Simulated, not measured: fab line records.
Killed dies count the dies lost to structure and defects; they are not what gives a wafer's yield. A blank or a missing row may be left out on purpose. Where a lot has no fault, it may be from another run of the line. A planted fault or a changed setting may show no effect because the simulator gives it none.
Chamber matching + flow n5_finfet + N5_BEOL_M1_ETCHBACK_99 on rie_diel-03 has 4 sister chambers
The step etches SiO2 in CHF3, target depth 5 nm, time 10.4 s. 4 wafers are shown with their chamber, then 7 later ones without.

== WAFERS PAIRED WITH THEIR CHAMBERS ==
| wafer  | chamber | drypump_motor_current_A (A) |
|--------|---------|-----------------------------|
| L090.3 | 1       | 4.9                         |
| L090.5 | 3       | 5.5                         |
| L094.1 | 0       | 5.6                         |
| L094.2 | 2       | 6.6                         |

== WAFERS WITHOUT THEIR CHAMBER ==
| wafer  | drypump_motor_current_A (A) |
|--------|-----------------------------|
| L094.6 | 5.6                         |
| L095.1 | 4.9                         |
| L095.5 | 5.6                         |
| L095.6 | 4.9                         |
| L096.1 | 5.4                         |
| L096.2 | 4.9                         |
| L096.6 | 6.6                         |

== WHICH CHAMBER EACH ONE RAN IN ==
| wafer  | from the rows above | in truth |
|--------|---------------------|----------|
| L094.6 | 0                   | 0        |
| L095.1 | 1                   | 1        |
| L095.5 | 0                   | 0        |
| L095.6 | 1                   | 1        |
| L096.1 | 3                   | 3        |
| L096.2 | 1                   | 1        |
| L096.6 | 2                   | 2        |
Correct placement for 7 of the 7. Can't be placed from these rows: 0. Placed wrongly: 0.
How it was worked out, from the rows above alone: a wafer's distance from a chamber is the root of the sum, over the readings, of the square of ((its reading less the chamber's mean) divided by the reading's scatter). The wafer belongs to the nearest chamber; if the next one is less than 2 further off, it can't be placed. Each chamber's mean is taken over the wafers shown for it. The scatter: with one shown wafer a chamber, the root of the mean of the squares of how far each hidden wafer lies from its nearest shown one.
